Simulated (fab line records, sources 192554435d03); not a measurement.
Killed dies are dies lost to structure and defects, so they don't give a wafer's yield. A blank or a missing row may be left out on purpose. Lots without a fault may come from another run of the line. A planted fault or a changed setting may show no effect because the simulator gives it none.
fab line records | flow n5_finfet
record lots=11 wafers=32 last_day=18
route steps=1938 shown START@1 ZERO_LAYER@9 WELL_APT@31 PMOS_HMC_CHANNEL_EPI@69 PASSIVATION@1936
lots that met no fault: from a run of the same line without faults
start_h: hours from the record's first day to the start of the lot's first wafer shown | wait_h: hours since the lot's step before | " the same as in the row above | L1.1+2: a row that stands for several wafers | - no value, or no start given | * or withheld: withheld | < > ~ a bound
route shown NAME@n: a module of which the file shows steps, and the number in the route of the first | usual: mean/standard deviation of fault-free wafers | same: alike in all rows | chamber/n: place in a boat | sites: the reading at each site | _std_site: their standard deviation | _edge_site: outer sites' mean less inner sites' | radius_mm: how far each site lies from the wafer's centre | mask NAME#n: copy n | behind: the tool/chamber that last shaped the wafer | hold: why the lot was held/for how many hours/how that ended | device: the transistor (n, p or np) that didn't switch | end of line: the same wafers' tests at the end of the route | a step without rows: its recipe alone | killed: dies lost to structure and defects at the first sort, not the wafer's yield | map: a wafer's dies, x killed, . not, _ none there
set.NAME: the setting as run; set.NAME@STEP: as run at that earlier step | model.NAME: the simulator's own value behind a step, which no gauge read
steps of the route over a sample of lots; a table a step, a row a wafer
services: from which hour (start_h, from the record's first day; less than 0 if before it) a tool's chamber was out of use, for how many hours, and why
## steps
# step N5_START_INSPECT_01
# recipe inspect_instrument=unpatterned_scan mode=incoming
# usual raw_defect_count=5.8/2.5
# columns lot.wafer tool chamber start_h wait_h raw_defect_count
L393.2 defect_inspect-01 - 18.03 - 9
L393.3 " - " " 10
L393.6 " - " " 6
L395.2 defect_inspect-01 - 30.03 - 6
L395.6 " - " " 5
L397.1 defect_inspect-01 - 42.03 - 12
L397.5 " - " " 5
L397.6 " - " " 6
L400.2 defect_inspect-02 - 60.03 - 6
L400.3 " - " " 7
L400.4 " - " " 7
L403.1 defect_inspect-01 - 78.03 - 3
L403.3 " - " " 4
L403.5 " - " " 8
L404.1 defect_inspect-02 - 84.03 - 6
L404.3 " - " " 7
L404.6 " - " " 3
L406.1 defect_inspect-01 - 96.03 - 6
L406.4 " - " " 5
L406.5 " - " " 5
L407.1 defect_inspect-02 - 102.03 - 1
L407.4 " - " " 4
L407.6 " - " " 8
L413.2 defect_inspect-02 - 138.04 - 6
L413.5 " - " " 4
L413.6 " - " " 6
L414.4 defect_inspect-01 - 144.04 - 5
L414.5 " - " " 13
L414.6 " - " " 6
L415.2 defect_inspect-02 - 150.03 - 7
L415.3 " - " " 5
L415.6 " - " " 9
# step N5_ZERO_LAYER_EXPOSE_08
# recipe mask_id=ZERO na=0.55 source_shape=conventional sigma_outer=0.8 polarization=unpolarized defocus_nm=0 target_cd_nm=2000 dose_mj=16.2
# columns lot.wafer tool chamber start_h wait_h mask
L393.2+3+6 krf_scanner-02 0 18.48 - ZERO#0
L395.2+6 krf_scanner-02 0 30.47 - ZERO#0
L397.1+5+6 krf_scanner-01 0 42.61 - ZERO#0
L400.2+3+4 krf_scanner-01 0 60.47 - ZERO#0
L403.1+3+5 krf_scanner-01 0 78.59 - ZERO#0
L404.1+3+6 krf_scanner-01 0 84.47 - ZERO#0
L406.1+4+5 krf_scanner-02 0 96.61 - ZERO#0
L407.1+4+6 krf_scanner-02 0 102.50 - ZERO#0
L413.2+5+6 krf_scanner-02 0 138.47 - ZERO#0
L414.4+5+6 krf_scanner-02 0 144.48 - ZERO#0
L415.2+3+6 krf_scanner-02 0 150.47 - ZERO#0
# step N5_ZERO_LAYER_CD_MEAS_11
# recipe target_cd_nm=2000 landing_energy_ev=500 detector=se_inlens
# usual cd_nm=2000.7/2.7
# same landing_energy_ev=500
# columns lot.wafer tool chamber start_h wait_h cd_nm
L393.2 cd_sem-01 0 18.65 - 2003.9
L393.3 " 0 " " 2001.1
L393.6 " 0 " " 1996.9
L395.2 cd_sem-02 0 30.64 - 1997.5
L395.6 " 0 " " 2004.4
L397.1 cd_sem-02 0 42.79 - 2003.5
L397.5 " 0 " " 2004.9
L397.6 " 0 " " 2002.3
L400.2 cd_sem-01 0 60.64 - 1995.1
L400.3 " 0 " " 1997.1
L400.4 " 0 " " 1999.6
L403.1 cd_sem-01 0 78.77 - 1998.2
L403.3 " 0 " " 1999.4
L403.5 " 0 " " 2002.2
L404.1 cd_sem-02 0 84.64 - 1998.6
L404.3 " 0 " " 1997.9
L404.6 " 0 " " 2001.1
L406.1 cd_sem-01 0 96.79 - 2001.6
L406.4 " 0 " " 2002.3
L406.5 " 0 " " 2004.6
L407.1 cd_sem-01 0 102.67 - 2003.2
L407.4 " 0 " " 2000.2
L407.6 " 0 " " 2000.0
L413.2 cd_sem-03 0 138.65 - 2026.5
L413.5 " 0 " " 1999.6
L413.6 " 0 " " 2025.4
L414.4 cd_sem-03 0 144.65 - 2024.9
L414.5 " 0 " " 1998.2
L414.6 " 0 " " 2025.9
L415.2 cd_sem-02 0 150.64 - 2026.6
L415.3 " 0 " " 2003.5
L415.6 " 0 " " 2021.4
# step N5_WELL_APT_DESCUM_13
# recipe chemistry=O2 time_s=7.9 source_power_w=50 bias_power_w=20 pressure_mtorr=20 rf_frequency_hz=2.712e+07 temp_c=40 o2_flow_sccm=225
# usual drypump_motor_current_A=5.9/0.47 oes_product_au=0.78/0.076 rf_fwd_power_W=49.65/0.2 rf_vpp_V=243.3/1.5 showerhead_plenum_p_Torr=2.10/0.066 throttle_valve_pct=20.36/0.19
# columns lot.wafer tool chamber start_h wait_h drypump_motor_current_A oes_product_au rf_fwd_power_W rf_hours_counter_h rf_vpp_V showerhead_plenum_p_Torr throttle_valve_pct
L393.2 rie_diel-06 3 19.66 0.0 6.4 0.78 49.86 120 245.4 2.20 20.45
L393.3 " 0 " " 6.4 0.81 49.61 71 245.8 2.11 20.05
L393.6 " 1 " " 5.7 0.90 49.59 - 243.3 2.06 20.18
L395.2 rie_diel-04 0 31.77 0.0 5.9 0.70 49.68 248 242.1 1.96 20.75
L395.6 " 3 " " 5.8 0.72 49.80 - 241.2 2.00 20.15
L397.1 rie_diel-04 1 43.79 0.0 5.8 0.73 49.66 203 244.8 2.15 20.42
L397.5 " 1 " " 5.8 0.73 49.95 - 244.3 2.15 20.41
L397.6 " 3 " " 5.8 0.73 49.65 - 241.0 2.00 20.15
L400.2 rie_diel-02 1 61.65 0.0 6.3 0.90 49.82 31 244.0 2.14 20.40
L400.3 " 2 " " 5.9 0.74 49.79 196 241.6 2.07 20.36
L400.4 " 3 " " 6.8 0.70 49.70 195 241.9 2.06 20.78
L403.1 rie_diel-04 3 79.79 0.0 5.8 0.70 49.45 214 240.4 1.99 20.18
L403.3 " 1 " " 5.8 0.71 49.76 216 245.2 2.15 20.43
L403.5 " 1 " " 5.8 0.72 49.91 - 244.1 2.15 20.43
L404.1 rie_diel-06 2 85.90 0.2 4.9 0.75 49.65 172 244.4 2.10 20.47
L404.3 " 0 " " 6.4 0.78 49.45 91 243.3 2.11 20.10
L404.6 " 2 " " 4.9 0.76 49.62 - 242.6 2.10 20.49
L406.1 rie_diel-06 1 98.11 0.1 5.7 0.87 49.35 51 243.3 2.05 20.20
L406.4 " 0 " " 6.4 0.78 49.55 - 244.2 2.11 20.11
L406.5 " 1 " " 5.7 0.87 49.56 - 243.1 2.05 20.20
L407.1 rie_diel-04 2 103.80 0.0 6.0 0.88 49.76 47 245.4 2.20 20.24
L407.4 " 3 " " 5.8 0.70 49.75 221 240.8 1.99 20.18
L407.6 " 1 " " 5.8 0.72 49.69 - 244.1 2.14 20.46
L413.2 rie_diel-02 0 140.07 0.4 5.7 0.73 49.83 166 240.8 2.02 20.41
L413.5 " 3 " " 6.8 0.69 49.34 - 244.4 2.05 20.81
L413.6 " 2 " " 5.8 0.71 49.78 - 243.1 2.06 20.39
L414.4 rie_diel-06 0 145.68 0.1 6.4 0.76 49.59 - 244.4 2.10 20.11
L414.5 " 2 " " 4.9 0.73 49.43 - 243.1 2.09 20.53
L414.6 " 1 " " 5.8 0.83 49.51 - 242.2 2.05 20.23
L415.2 rie_diel-02 0 152.14 0.3 5.8 0.72 49.88 172 241.4 2.02 20.40
L415.3 " 3 " " 6.8 0.68 49.67 226 243.7 2.05 20.81
L415.6 " 2 " " 5.8 0.71 49.49 - 243.1 2.06 20.40
# step N5_PMOS_HMC_CHANNEL_EPI_ETCH_32
# recipe chemistry=N2/H2 target=BARC stop_on=SiO2 target_depth_a=858 over_etch_frac=0.3 time_s=50.3 ion_energy_ev=200 mask_material=CAR-ArF-block pressure_mtorr=30 source_w=840 bias_w=150 n2_flow_sccm=200 h2_flow_sccm=200
# usual drypump_motor_current_A=5.8/0.47 oes_product_au=0.68/0.08 rf_fwd_power_W=832/3.3 rf_vpp_V=524.2/2.1 showerhead_plenum_p_Torr=2.55/0.069 throttle_valve_pct=17.78/0.21
# columns lot.wafer tool chamber start_h wait_h drypump_motor_current_A oes_product_au rf_fwd_power_W rf_hours_counter_h rf_vpp_V showerhead_plenum_p_Torr throttle_valve_pct
L393.2 rie_diel-05 2 23.01 0.0 5.0 0.78 832 24 521.8 2.47 17.69
L393.3 " 0 " " 5.1 0.64 832 144 520.9 2.46 17.85
L393.6 " 1 " " 5.9 0.60 835 - 526.3 2.61 17.62
L395.2 rie_diel-05 2 35.11 0.0 5.0 0.78 831 28 521.8 2.47 17.70
L395.6 " 1 " " 5.9 0.59 835 - 526.7 2.61 17.62
L397.1 rie_diel-01 1 47.31 0.0 5.4 0.59 830 253 521.9 2.50 17.83
L397.5 " 2 " " 5.3 0.60 829 - 524.6 2.47 17.64
L397.6 " 3 " " 6.1 0.84 824 - 527.5 2.60 17.65
L400.2 rie_diel-01 2 65.61 0.0 5.3 0.58 836 251 523.3 2.46 17.66
L400.3 " 0 " " 5.5 0.59 828 256 522.4 2.49 18.05
L400.4 " 0 " " 5.5 0.59 830 - 522.6 2.49 18.04
L403.1 rie_diel-01 0 83.36 0.0 5.5 0.59 834 263 521.5 2.48 18.05
L403.3 " 0 " " 5.5 0.58 828 - 522.7 2.48 18.06
L403.5 " 3 " " 6.0 0.79 825 - 526.0 2.59 17.67
L404.1 rie_diel-05 1 89.88 0.0 6.0 0.59 836 222 526.5 2.60 17.65
L404.3 " 3 " " 5.8 0.64 831 178 527.1 2.64 18.18
L404.6 " 0 " " 5.1 0.63 835 - 521.5 2.45 17.91
L406.1 rie_diel-01 2 101.65 0.0 5.3 0.58 837 257 522.7 2.46 17.67
L406.4 " 1 " " 5.4 0.81 829 - 521.9 2.49 17.25
L406.5 " 2 " " 5.3 0.58 834 - 522.9 2.46 17.66
L407.1 rie_diel-01 1 107.47 0.0 5.4 0.79 831 7 522.1 2.49 17.26
L407.4 " 1 " " 5.4 0.79 834 - 521.6 2.49 17.25
L407.6 " 2 " " 5.3 0.58 831 - 522.9 2.46 17.67
L413.2 rie_diel-05 1 143.57 0.0 6.0 0.58 835 236 527.1 2.60 17.66
L413.5 " 2 " " 5.0 0.73 828 - 521.7 2.46 17.75
L413.6 " 1 " " 6.0 0.58 835 - 526.6 2.60 17.68
L414.4 rie_diel-05 2 149.07 0.0 5.1 0.74 833 59 522.0 2.46 17.75
L414.5 " 2 " " 5.0 0.73 831 - 522.2 2.46 17.75
L414.6 " 3 " " 5.8 0.62 830 - 526.6 2.64 18.19
L415.2 rie_diel-03 0 155.70 0.0 6.0 0.73 836 52 526.4 2.59 18.07
L415.3 " 2 " " 5.8 0.68 831 100 524.7 2.57 17.67
L415.6 " 3 " " 6.5 0.77 832 - 527.2 2.70 17.65
# step N5_PASSIVATION_PROBE_49
# usual killed_at_M0_to_M3=32/11 killed_at_M4_up=12/4.4 killed_at_contacts=13/6.1 killed_at_front_end=39/12 killed_at_other=3.9/3 killed_dies=100/17 killed_open=66/12 killed_short=33/7.4
# same gross_dies=1180 killed_at_back_side=0
# columns lot.wafer tool chamber start_h wait_h killed_at_M0_to_M3 killed_at_M4_up killed_at_contacts killed_at_front_end killed_at_other killed_dies killed_open killed_short
L393.2 prober-01 - 293.30 0.1 42 13 2 34 5 96 61 33
L393.3 prober-01 - 293.35 0.1 55 8 4 47 4 118 67 48
L393.6 prober-01 - 293.50 0.3 26 8 10 34 3 81 53 25
L395.2 prober-01 - 325.23 0.1 40 7 18 38 8 111 80 29
L395.6 prober-01 - 325.43 0.3 37 10 10 40 2 99 61 35
L400.2 prober-02 - 332.03 0.1 36 13 19 35 6 109 64 45
L400.3 prober-02 - 332.08 0.1 23 13 13 59 6 114 68 42
L400.4 prober-02 - 332.13 0.2 18 6 10 46 2 82 46 36
L403.1 prober-01 - 347.92 0.0 56 10 16 36 1 119 84 33
L403.3 prober-01 - 348.02 0.1 47 10 23 52 2 134 83 50
L403.5 prober-01 - 348.12 0.2 68 16 34 31 1 150 100 47
L404.1 prober-02 - 353.61 0.0 38 8 17 58 7 128 86 39
L404.3 prober-02 - 353.71 0.1 34 8 8 49 4 103 72 28
L404.6 prober-02 - 353.86 0.3 31 18 11 47 11 118 70 44
L407.1 prober-01 - 374.27 0.0 32 14 3 51 1 101 75 26
L407.4 prober-01 - 374.42 0.2 27 13 16 32 1 89 64 25
L407.6 prober-01 - 374.52 0.3 27 15 12 41 3 98 68 28
L415.2 prober-02 - 422.30 0.1 21 9 17 40 8 95 68 22
L415.3 prober-02 - 422.35 0.1 35 10 12 52 10 119 74 44
L415.6 prober-02 - 422.50 0.3 19 14 12 36 15 96 62 32
L414.4 prober-01 - 432.62 0.2 28 8 14 51 9 110 76 29
L414.5 prober-01 - 432.67 0.2 39 13 10 47 5 114 72 42
L414.6 prober-01 - 432.72 0.3 35 5 22 54 7 123 84 39
# killed by level:class
L393.2 BEOL_M0_SAQP:geometric_particle:short=11 BEOL_M0_SAQP:geometric_particle:open=10 STI_FIN_REVEAL:geometric_particle:open=9 BEOL_M2:geometric_particle:open=9 BEOL_M4:geometric_particle:open=8 FIN_SAQP:geometric_particle:open=6 BEOL_M3:geometric_particle:open=6 STI_FIN_REVEAL:geometric_particle:short=5
L393.3 BEOL_M0_SAQP:geometric_particle:short=13 STI_FIN_REVEAL:geometric_particle:open=11 BEOL_M0_SAQP:geometric_particle:open=11 FIN_SAQP:geometric_particle:open=8 BEOL_M2:geometric_particle:open=7 GATE_CUT:geometric_particle:short=6 BEOL_M3:geometric_particle:open=5 BEOL_M4:geometric_particle:open=5
L393.6 STI_FIN_REVEAL:geometric_particle:open=10 MOL_CONTACT_COAG:geometric_particle:open=9 FIN_SAQP:geometric_particle:short=5 BEOL_M3:geometric_particle:open=5 FIN_SAQP:geometric_particle:open=4 BEOL_M0_SAQP:geometric_particle:short=4 BEOL_M1:geometric_particle:open=4 DUMMY_GATE:geometric_particle:open=3
L395.2 BEOL_M1:geometric_particle:open=11 BEOL_M2:geometric_particle:open=11 FIN_SAQP:geometric_particle:open=10 MOL_CONTACT_COAG:geometric_particle:open=9 MOL_CONTACT_COAG:geometric_particle:short=8 BEOL_M0_SAQP:geometric_particle:open=7 BEOL_M3:geometric_particle:open=5 STI_FIN_REVEAL:geometric_particle:open=4
L395.6 FIN_SAQP:geometric_particle:short=14 BEOL_M1:geometric_particle:open=10 MOL_CONTACT_COAG:geometric_particle:open=8 BEOL_M0_SAQP:geometric_particle:open=7 DUMMY_GATE:geometric_particle:open=5 GATE_CUT:geometric_particle:short=5 BEOL_M0_SAQP:geometric_particle:short=5 BEOL_M8:geometric_particle:open=4
L400.2 MOL_CONTACT_COAG:geometric_particle:open=16 BEOL_M0_SAQP:geometric_particle:short=11 STI_FIN_REVEAL:geometric_particle:open=9 FIN_SAQP:geometric_particle:short=8 BEOL_M0_SAQP:geometric_particle:open=8 BEOL_M2:geometric_particle:open=6 BEOL_M3:geometric_particle:short=5 BEOL_M5:geometric_particle:open=5
L400.3 STI_FIN_REVEAL:geometric_particle:open=15 MOL_CONTACT_COAG:geometric_particle:open=11 FIN_SAQP:geometric_particle:short=9 BEOL_M0_SAQP:geometric_particle:short=9 FIN_SAQP:geometric_particle:open=7 BEOL_M4:geometric_particle:open=7 STI_FIN_REVEAL:geometric_particle:short=5 GATE_CUT:geometric_particle:short=5
L400.4 FIN_SAQP:geometric_particle:short=8 MOL_CONTACT_COAG:geometric_particle:open=7 FIN_SAQP:geometric_particle:open=6 STI_FIN_REVEAL:geometric_particle:open=6 STI_FIN_REVEAL:geometric_particle:short=5 BEOL_M0_SAQP:geometric_particle:short=5 STARTING-WAFER:geometric_particle:open=4 BEOL_M1:geometric_particle:open=4
L403.1 STI_FIN_REVEAL:geometric_particle:open=14 BEOL_M0_SAQP:geometric_particle:open=12 MOL_CONTACT_COAG:geometric_particle:open=12 BEOL_M2:geometric_particle:open=11 BEOL_M0_SAQP:geometric_particle:short=11 BEOL_M1:geometric_particle:open=8 BEOL_M3:geometric_particle:open=8 DUMMY_GATE:geometric_particle:open=7
L403.3 STI_FIN_REVEAL:geometric_particle:open=24 BEOL_M0_SAQP:geometric_particle:open=16 BEOL_M0_SAQP:geometric_particle:short=15 MOL_CONTACT_COAG:geometric_particle:open=14 MOL_CONTACT_COAG:geometric_particle:short=9 BEOL_M2:geometric_particle:open=8 STI_FIN_REVEAL:geometric_particle:short=7 BEOL_M4:geometric_particle:open=6
L403.5 MOL_CONTACT_COAG:geometric_particle:open=30 BEOL_M0_SAQP:geometric_particle:short=27 BEOL_M0_SAQP:geometric_particle:open=17 STI_FIN_REVEAL:geometric_particle:open=15 BEOL_M2:geometric_particle:open=10 BEOL_M4:geometric_particle:open=5 MOL_CONTACT_COAG:geometric_particle:short=4 BEOL_M3:geometric_particle:open=4
L404.1 STI_FIN_REVEAL:geometric_particle:open=15 FIN_SAQP:geometric_particle:open=13 FIN_SAQP:geometric_particle:short=12 MOL_CONTACT_COAG:geometric_particle:open=12 BEOL_M0_SAQP:geometric_particle:open=11 BEOL_M0_SAQP:geometric_particle:short=9 BEOL_M1:geometric_particle:open=8 DUMMY_GATE:geometric_particle:open=5
L404.3 STI_FIN_REVEAL:geometric_particle:open=18 BEOL_M3:geometric_particle:open=10 DUMMY_GATE:geometric_particle:open=9 BEOL_M1:geometric_particle:open=6 FIN_SAQP:geometric_particle:short=5 MOL_CONTACT_COAG:geometric_particle:open=5 BEOL_M0_SAQP:geometric_particle:short=5 BEOL_M2:geometric_particle:open=5
L404.6 STI_FIN_REVEAL:geometric_particle:open=19 MOL_CONTACT_COAG:geometric_particle:open=9 FIN_SAQP:geometric_particle:short=8 BEOL_M0_SAQP:geometric_particle:open=8 BEOL_M0_SAQP:geometric_particle:short=7 BEOL_M1:geometric_particle:open=6 BEOL_M1:geometric_particle:short=5 BEOL_M4:geometric_particle:open=5
L407.1 STI_FIN_REVEAL:geometric_particle:open=15 FIN_SAQP:geometric_particle:open=10 BEOL_M1:geometric_particle:open=8 FIN_SAQP:geometric_particle:short=7 BEOL_M0_SAQP:geometric_particle:open=6 BEOL_M4:geometric_particle:open=6 BEOL_M2:geometric_particle:open=5 DUMMY_GATE:geometric_particle:open=4
L407.4 MOL_CONTACT_COAG:geometric_particle:open=13 BEOL_M1:geometric_particle:open=11 FIN_SAQP:geometric_particle:open=9 FIN_SAQP:geometric_particle:short=7 BEOL_M4:geometric_particle:open=6 BEOL_M2:geometric_particle:open=5 DUMMY_GATE:geometric_particle:open=5 STI_FIN_REVEAL:geometric_particle:open=4
L407.6 MOL_CONTACT_COAG:geometric_particle:open=12 FIN_SAQP:geometric_particle:open=9 STI_FIN_REVEAL:geometric_particle:open=9 DUMMY_GATE:geometric_particle:open=8 BEOL_M0_SAQP:geometric_particle:open=8 BEOL_M4:geometric_particle:open=7 BEOL_M0_SAQP:geometric_particle:short=6 BEOL_M3:geometric_particle:open=6
L415.2 MOL_CONTACT_COAG:geometric_particle:open=14 FIN_SAQP:geometric_particle:open=10 DUMMY_GATE:geometric_particle:open=7 GATE_CUT:geometric_particle:open=6 BEOL_M1:geometric_particle:open=4 GATE_CUT:geometric_particle:short=4 BEOL_M2:geometric_particle:open=4 BEOL_M3:geometric_particle:open=4
L415.3 BEOL_M2:geometric_particle:open=9 DUMMY_GATE:geometric_particle:open=9 GATE_CUT:geometric_particle:open=9 GATE_CUT:geometric_particle:short=9 FIN_SAQP:geometric_particle:open=8 MOL_CONTACT_COAG:geometric_particle:open=8 BEOL_M0_SAQP:geometric_particle:short=8 FIN_SAQP:geometric_particle:short=6
L415.6 MOL_CONTACT_COAG:geometric_particle:open=8 PASS1_CAP:geometric_particle:short=7 DUMMY_GATE:geometric_particle:open=6 GATE_CUT:geometric_particle:open=6 BEOL_M2:geometric_particle:open=5 BEOL_M4:geometric_particle:open=4 GATE_CUT:geometric_particle:short=4 MOL_CONTACT_COAG:geometric_particle:short=4
L414.4 FIN_SAQP:geometric_particle:open=19 MOL_CONTACT_COAG:geometric_particle:open=11 BEOL_M0:geometric_particle:open=6 BEOL_M0_SAQP:geometric_particle:short=5 BEOL_M0_SAQP:geometric_particle:open=5 HKMG_FIN:area_etch=5 FIN_SAQP:geometric_particle:short=4 DUMMY_GATE:geometric_particle:open=4
L414.5 FIN_SAQP:geometric_particle:open=11 BEOL_M0_SAQP:geometric_particle:open=11 BEOL_M3:geometric_particle:open=9 GATE_CUT:geometric_particle:short=8 BEOL_M0_SAQP:geometric_particle:short=8 BEOL_M4:geometric_particle:open=8 MOL_CONTACT_COAG:geometric_particle:open=6 BEOL_M1:geometric_particle:open=6
L414.6 MOL_CONTACT_COAG:geometric_particle:open=16 BEOL_M2:geometric_particle:open=9 FIN_SAQP:geometric_particle:open=8 STI_FIN_REVEAL:geometric_particle:open=7 BEOL_M3:geometric_particle:open=7 MOL_CONTACT_COAG:geometric_particle:short=6 FIN_SAQP:geometric_particle:short=5 DUMMY_GATE:geometric_particle:open=5
## services
# columns tool chamber start_h hours kind
krf_scanner-01 - 5.52 0.8 pm
krf_scanner-01 - 11.10 0.9 repair
rie_diel-01 1 20.02 4.9 repair
rie_diel-06 - 25.96 1.4 repair
krf_scanner-01 - 29.41 4.0 pm
krf_scanner-01 - 36.81 1.0 pm
krf_scanner-01 - 37.88 2.9 repair
krf_scanner-02 - 48.21 7.2 pm
rie_diel-01 1 50.43 1.8 repair
rie_diel-01 0 50.97 8.6 repair
rie_diel-05 2 52.48 3.9 repair
krf_scanner-02 - 55.41 1.0 pm
rie_diel-06 0 56.88 6.4 repair
krf_scanner-01 - 63.63 5.6 repair
rie_diel-06 3 67.20 121.0 repair
rie_diel-01 2 76.26 18.7 repair
rie_diel-05 3 77.89 10.9 repair
krf_scanner-02 - 83.32 1.3 pm
rie_diel-01 3 87.47 5.0 repair
rie_diel-01 - 116.47 2.8 pm
rie_diel-05 0 118.41 3.1 repair
krf_scanner-02 - 126.32 0.8 pm
krf_scanner-02 - 135.78 0.5 repair
rie_diel-05 - 139.00 2.8 pm
## key
first_sign step=N5_ZERO_LAYER_CD_MEAS_11 reading=cd_nm direction=up sigmas=8.9 usual=2000.7 struck=2025.1
effect none on later readings
met_at N5_ZERO_LAYER_EXPOSE_08
struck_lots L413,L414,L415
struck_wafers L413.2,L413.6,L414.4,L414.6,L415.2,L415.6
tester_left_out L413,L414,L415
not_acting_at N5_START_INSPECT_01,N5_WELL_APT_DESCUM_13,N5_PMOS_HMC_CHANNEL_EPI_ETCH_32
onset_between 102.50 138.47
fault kind=process_parameter_drift tool=krf_scanner-02 chamber=- onset_h=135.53 steps=N5_ZERO_LAYER_EXPOSE_08 channel=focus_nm offset=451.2 shape=step end_h=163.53 scope=struck_wafers_only
# tester_left_out: of these lots the tester's yield and bins aren't shown, on N5 and GAA mostly nor the transistor test; their killed dies are dies lost to structure and defects alone, not to doping, threshold or leakage, so they don't give the yield
